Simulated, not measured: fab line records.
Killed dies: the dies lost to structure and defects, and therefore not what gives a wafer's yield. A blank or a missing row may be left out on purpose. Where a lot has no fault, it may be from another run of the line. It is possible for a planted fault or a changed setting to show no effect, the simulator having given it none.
2 desks, one fault | flow n5Finfet | numbers are kept per desk, each desk with only its own; the story behind them comes last

== FROM THE METROLOGY DESK ==
Lot by lot, what the gauges showed, no matter which tool ran the lot: averages of those sampled wafers that carry a number. A lot is out of limits, marked OUT, if its mean lies more than 4 standard deviations from the usual mean; the brackets give that distance. Shown here are 7 of its 11 readings, the ones lying furthest out on some lot.
Columns: A = DIBL_N at N5_BEOL_M4_RC_MEAS_101, usual 37.2 mV/V; B = DIBL_P at N5_BEOL_M4_RC_MEAS_101, usual 37.3 mV/V; C = IOFF_N at N5_BEOL_M4_RC_MEAS_101, usual 0.18 nA/um; D = IOFF_P at N5_BEOL_M4_RC_MEAS_101, usual 0.24 nA/um; E = SS_N at N5_BEOL_M4_RC_MEAS_101, usual 71.8 mV/dec; F = SS_P at N5_BEOL_M4_RC_MEAS_101, usual 73.5 mV/dec; G = VT_P at N5_BEOL_M4_RC_MEAS_101, usual -248 mV
lot  | first seen here | A    | B    | C    | D    | E    | F    | G
L556 | day 8 08:06     | 37.0 | 37.0 | 0.17 | 0.22 | 71.4 | 73.1 | -249
L557 | day 8 17:01     | 34.6 | 34.5 | 0.15 | 0.20 | 71.1 | 73.1 | -250
L568 | day 11 22:16    | 40.9 | 41.0 | 0.25 | 0.31 | 72.7 | 74.5 | -248
L572 | day 12 07:14    | 35.8 | 36.8 | 0.15 | 0.22 | 71.1 | 73.2 | -247
L573 | day 13 17:26    | 39.5 | 40.5 | 0.21 | 0.30 | 73.0 | 74.2 | -245
L575 | day 13 20:22    | 38.3 | 37.5 | 0.16 | 0.22 | 71.8 | 74.0 | -254
L578 | day 14 20:22    | 34.0 | 35.7 | 0.13 | 0.21 | 71.0 | 72.5 | -250
L579 | day 15 00:02    | 37.8 | 37.3 | 0.19 | 0.26 | 72.1 | 73.9 | -247
Finding of this desk: none of the 8 lots has anything out of limits.

== AT THE TOOL OWNER'S DESK: rieDiel-05 ==
The tool's own readings at N5_BEOL_M0_ETCH_109 (etches SiCN in CH3F/O2, target depth 8 nm, overetch 2.4 nm, time 27.4 s): means of the sampled wafers that have a number, for each lot that ran on this tool. A lot is out of limits, marked OUT, if its mean lies more than 4 standard deviations from the usual mean; the brackets give that distance.
Columns: A = biasW at N5_BEOL_M0_ETCH_109, usual 75.00 W; B = drypumpMotorCurrentA at N5_BEOL_M0_ETCH_109, usual 5.6 A; C = oesProductAu at N5_BEOL_M0_ETCH_109, usual 0.67 a.u.; D = rfVppV at N5_BEOL_M0_ETCH_109, usual 297.9 V; E = showerheadPlenumPTorr at N5_BEOL_M0_ETCH_109, usual 2.02 Torr; F = throttleValvePct at N5_BEOL_M0_ETCH_109, usual 16.31 %
lot  | first seen here | A     | B   | C    | D     | E    | F
L556 | day 5 18:22     | 74.81 | 6.0 | 0.63 | 296.4 | 1.97 | 16.44
L560 | day 6 20:46     | 74.81 | 5.7 | 0.66 | 297.4 | 2.03 | 16.24
L561 | day 7 00:28     | 75.28 | 6.0 | 0.68 | 297.3 | 1.99 | 16.15
L564 | day 7 17:22     | 74.93 | 6.0 | 0.68 | 297.1 | 1.99 | 16.15
L573 | day 11 13:43    | 74.78 | 5.2 | 0.77 | 298.9 | 2.08 | 16.13
L579 | day 12 04:58    | 74.98 | 6.0 | 0.71 | 297.6 | 1.96 | 16.27
Finding of this desk: none of the 6 lots has anything out of limits.

== BROUGHT TOGETHER ==
The metrology desk saw nothing out of limits.
The tool owner's desk saw nothing out of limits.

== WHAT THE SIMULATOR HAD PUT IN ==
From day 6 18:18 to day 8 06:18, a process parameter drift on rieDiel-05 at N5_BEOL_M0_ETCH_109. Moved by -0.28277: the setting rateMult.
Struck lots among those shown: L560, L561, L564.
